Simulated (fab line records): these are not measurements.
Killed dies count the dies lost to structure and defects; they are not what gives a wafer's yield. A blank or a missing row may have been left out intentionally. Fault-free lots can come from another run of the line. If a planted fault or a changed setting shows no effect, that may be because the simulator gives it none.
Which tool was responsible? / flow nand_harc / Sampling: 6 lots, 18 wafers, 5 of 1302 route steps

## WHAT THE GAUGES SHOWED, per wafer
NHARC_END_SORT_01.
lot=L512; measured=day 30 13:58; on=prober-01; killed_at_array=44 49 42

## EACH LOT AND THE TOOL THAT RAN IT (in order: tool; ch and the chambers of the sampled wafers; start)
lot=L498; NHARC_P_GATE_ETCH_32=rie_si-04 ch 0,1,2, day 5 15:12; NHARC_P_GATE_STRIP_108=rie_diel-05 ch 0,2,3, day 5 15:22; NHARC_P_GATE_ETCHBACK_37=rie_diel-02 ch 0,1, day 6 01:29; NHARC_P_GATE_STRIP_76=plasma_asher-01 ch 0,1, day 6 05:08
lot=L504; NHARC_P_GATE_ETCH_32=rie_si-04 ch 0,2,3, day 7 14:45; NHARC_P_GATE_STRIP_108=rie_diel-05 ch 0,1,2, day 7 14:55; NHARC_P_GATE_ETCHBACK_37=rie_diel-02 ch 1,2,3, day 8 01:02; NHARC_P_GATE_STRIP_76=plasma_asher-02 ch 0,1, day 8 04:22
lot=L512; NHARC_P_GATE_ETCH_32=rie_si-02 ch 1,3, day 11 01:44; NHARC_P_GATE_STRIP_108=rie_diel-05 ch 0,1, day 11 01:53; NHARC_P_GATE_ETCHBACK_37=rie_diel-02 ch 0,1,2, day 11 14:39; NHARC_P_GATE_STRIP_76=plasma_asher-02 ch 0,1, day 11 18:56
lot=L517; NHARC_P_GATE_ETCH_32=rie_si-04 ch 0,2,3, day 12 21:14; NHARC_P_GATE_STRIP_108=rie_diel-05 ch 0,1, day 12 21:22; NHARC_P_GATE_ETCHBACK_37=rie_diel-13 ch 1,2,3, day 13 07:40; NHARC_P_GATE_STRIP_76=plasma_asher-01 ch 0,1, day 13 11:12
lot=L519; NHARC_P_GATE_ETCH_32=rie_si-02 ch 0,2,3, day 13 20:51; NHARC_P_GATE_STRIP_108=rie_diel-02 ch 0,1,2, day 13 21:01; NHARC_P_GATE_ETCHBACK_37=rie_diel-02 ch 0,1,3, day 14 07:10; NHARC_P_GATE_STRIP_76=plasma_asher-02 ch 0,1, day 14 10:45
lot=L521; NHARC_P_GATE_ETCH_32=rie_si-03 ch 1,2,3, day 14 16:06; NHARC_P_GATE_STRIP_108=rie_diel-05 ch 1,3, day 14 16:14; NHARC_P_GATE_ETCHBACK_37=rie_diel-02 ch 1,3, day 15 02:21; NHARC_P_GATE_STRIP_76=plasma_asher-02 ch 0,1, day 15 05:58
- NHARC_P_GATE_ETCH_32: etches the open film in HBr/Cl2, target depth 150 nm, time 100.1 s.
- NHARC_P_GATE_STRIP_108: strips in O2.
- NHARC_P_GATE_ETCHBACK_37: etches the open film in CHF3/O2, target depth 34.5 nm, time 17.2 s.
- NHARC_P_GATE_STRIP_76: strips in O2.

## THE ANSWER, worked out from the rows above alone
Rule: what is usual is taken from the lots themselves. The widest of any qualifying gaps counts: lots, ordered by their means at a reading, are off when they make up no more than a third of the lots, leave a main group of 4 or more, and stand apart from it by 3 or more times the standard deviation of that group's means. A main group is skipped when, at the precision printed for the reading in the tables above, its means are all equal. A lot without any number at a reading at which 4 lots or more have one is off too. Where the step has rows for the other lots, those lots are counted as sound.
Nothing can be told from this: no lot is off at any reading shown.

## WHAT HAD BEEN PUT IN BY THE SIMULATOR
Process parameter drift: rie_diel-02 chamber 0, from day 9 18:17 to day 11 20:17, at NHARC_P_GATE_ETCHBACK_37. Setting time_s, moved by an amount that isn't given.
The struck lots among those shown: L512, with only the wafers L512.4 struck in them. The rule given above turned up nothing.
